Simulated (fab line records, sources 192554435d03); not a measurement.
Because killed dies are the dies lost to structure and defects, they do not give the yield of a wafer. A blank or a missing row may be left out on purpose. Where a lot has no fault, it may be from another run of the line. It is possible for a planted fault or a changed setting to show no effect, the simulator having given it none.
Split-lot study	flow n5Finfet	route with 1938 steps; 5 lots, 23 wafers read

ABOUT THE SPLIT
At N5_DUMMY_GATE_PECVD_30 (deposits SiO2 from TEOS/O2, target thk 55 nm, time 10.8 s), the setting timeS was moved away from the recipe's 10.8 s on 7 of the 23 wafers read, by -11.4% to -3.9%. For the rest of the wafers, this setting stayed at what the recipe calls for.

The split's own step is where the reading is taken.

THE READING
SiO2_of_DUMMY_GATE_PECVD_30.thkNm (the simulator's own value, which no gauge read), in nm, at N5_DUMMY_GATE_PECVD_30 (deposits SiO2 from TEOS/O2, target thk 55 nm, time 10.8 s). The file does not state a usual value for it. The 16 wafers here that ran the recipe average 54.9 nm, standard deviation 0.57 nm.

wafer	tool, chamber at the split	timeS as run, s	against the recipe	SiO2_of_DUMMY_GATE_PECVD_30.thkNm, nm	against lot-mates on the recipe
L078.2	pecvd-03, 1	10.8	recipe	54.4	-
L078.3	pecvd-03, 1	9.566	-11.4%	49.6	-5.2
L078.4	pecvd-03, 2	9.566	-11.4%	49	-5.8
L078.5	pecvd-03, 2	10.8	recipe	55.2	-
L078.6	pecvd-03, 1	9.566	-11.4%	49.8	-5.0
L079.1	pecvd-02, 0	10.8	recipe	54.8	-
L079.2	pecvd-02, 2	10.8	recipe	54.4	-
L079.4	pecvd-02, 0,1	10.38	-3.9%	52.6	-2.3
L079.6	pecvd-02, 0,1	10.38	-3.9%	52.6	-2.3
L079.5	pecvd-02, 2	10.8	recipe	55.6	-
L080.1	pecvd-02, 1	10.18	-5.7%	50.6	-3.5
L080.2	pecvd-02, 2,0	10.8	recipe	54	-
L080.3	pecvd-02, 2,0	10.8	recipe	54	-
L080.4	pecvd-02, 0	10.18	-5.7%	51.2	-2.9
L080.5	pecvd-02, 2	10.8	recipe	54.2	-
L082.1	pecvd-02, 0	10.8	recipe	54.6	-
L082.4	pecvd-02, 0,2	10.8	recipe	55.4	-
L082.6	pecvd-02, 0,2	10.8	recipe	55.4	-
L091.2	pecvd-04, 1,2	10.8	recipe	54.8	-
L091.3	pecvd-04, 1,2	10.8	recipe	54.8	-
L091.4	pecvd-04, 0	10.8	recipe	55	-
L091.5	pecvd-04, 2	10.8	recipe	55.4	-
L091.6	pecvd-04, 1	10.8	recipe	56	-
The file does not say which wafer passed through which chamber wherever a row lists several chambers: such a row stands for several wafers.

FIT RESULTS
A straight line over all 23 wafers: SiO2_of_DUMMY_GATE_PECVD_30.thkNm changes by +0.501 nm for each +1% of timeS; r = +0.96; the points scatter about the line by 0.64 nm.
The same after taking each lot's own level away (the mean of its wafers on the recipe; 23 wafers): +0.48 nm for each +1%; r = +0.98; scatter 0.43 nm.
According to that fit, moving timeS by its largest amount changes the reading by 5.5 nm.
Across the lots, their own levels run from 54.07 to 55.20 nm, a range of 2.0 times the standard deviation given above.
Consequently the slope shifts little with the lot-to-lot level, the two slopes agreeing.
Check: -5.67 nm against its lot-mates is what the line predicts for one of the wafers moved furthest among these (-11.4%) when that wafer is left out of the fit. Against them it came out at -5.2 nm.

ADDITIONAL SPLITS CARRIED BY THESE WAFERS
Note: prior to the reading, these wafers also went through further splits. Each is held against what the fit with the lots' levels taken away leaves over:
other split on the same wafers	wafers away from the commonest value	r with SiO2_of_DUMMY_GATE_PECVD_30.thkNm (lot level and that fit taken away)
N5_ZERO_LAYER_PECVD_02 timeS	7	+0.42
N5_FIN_SAQP_PEB_14 pebTimeS	6	+0.05
N5_FIN_SAQP_ETCH_52 sourceW	10	+0.17
N5_FIN_SAQP_ETCH_65 timeS	8	-0.28

THE FILE'S OWN FIT
SiO2_of_DUMMY_GATE_PECVD_30.thkNm changes by +0.494 nm for each +1% of timeS, r = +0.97.
